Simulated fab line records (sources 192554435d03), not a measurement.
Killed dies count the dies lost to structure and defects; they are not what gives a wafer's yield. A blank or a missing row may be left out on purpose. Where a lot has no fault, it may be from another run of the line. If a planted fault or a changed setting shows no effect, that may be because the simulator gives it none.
Matching of chambers ; flow n5Finfet ; N5_BEOL_M3_PRE_CLEAN_60 on cvdCo-01: 3 sister chambers
The step time 15 s. 3 wafers are shown with their chamber, then 11 later ones without.

## EACH WAFER AND ITS CHAMBER
wafer;chamber;heaterPowerW (W)
L086.1;1;103
L086.3;0;67
L092.2;2;68

## WAFERS WITH NO CHAMBER GIVEN
wafer;heaterPowerW (W)
L092.3;72
L092.4;70
L093.1;72
L093.2;106
L093.4;68
L095.2;71
L095.3;68
L095.4;70
L097.1;68
L097.4;70
L097.5;68

## WHICH CHAMBER EACH ONE RAN IN
wafer;from the rows above;in truth
L092.3;can't be placed: 2 or 0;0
L092.4;can't be placed: 2 or 0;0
L093.1;can't be placed: 2 or 0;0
L093.2;1;1
L093.4;can't be placed: 2 or 0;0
L095.2;can't be placed: 2 or 0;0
L095.3;can't be placed: 2 or 0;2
L095.4;can't be placed: 2 or 0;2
L097.1;can't be placed: 2 or 0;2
L097.4;can't be placed: 2 or 0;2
L097.5;can't be placed: 2 or 0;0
Placed correctly: 1 of 11. Cannot be placed on the basis of these rows: 10; the candidates contain the true chamber in 10. Placed wrongly: 0.
How it was worked out, from the rows above alone: a wafer's distance from a chamber is the root of the sum, over the readings, of the square of ((its reading less the chamber's mean) divided by the reading's scatter). If the next closest chamber is less than 2 further off than the closest, the wafer can't be placed; otherwise it belongs to the closest. For every chamber, the mean is computed from those of its wafers that are shown. The scatter (one wafer shown for each chamber): square how far every hidden wafer sits from the nearest shown wafer, average those squares and take the square root.
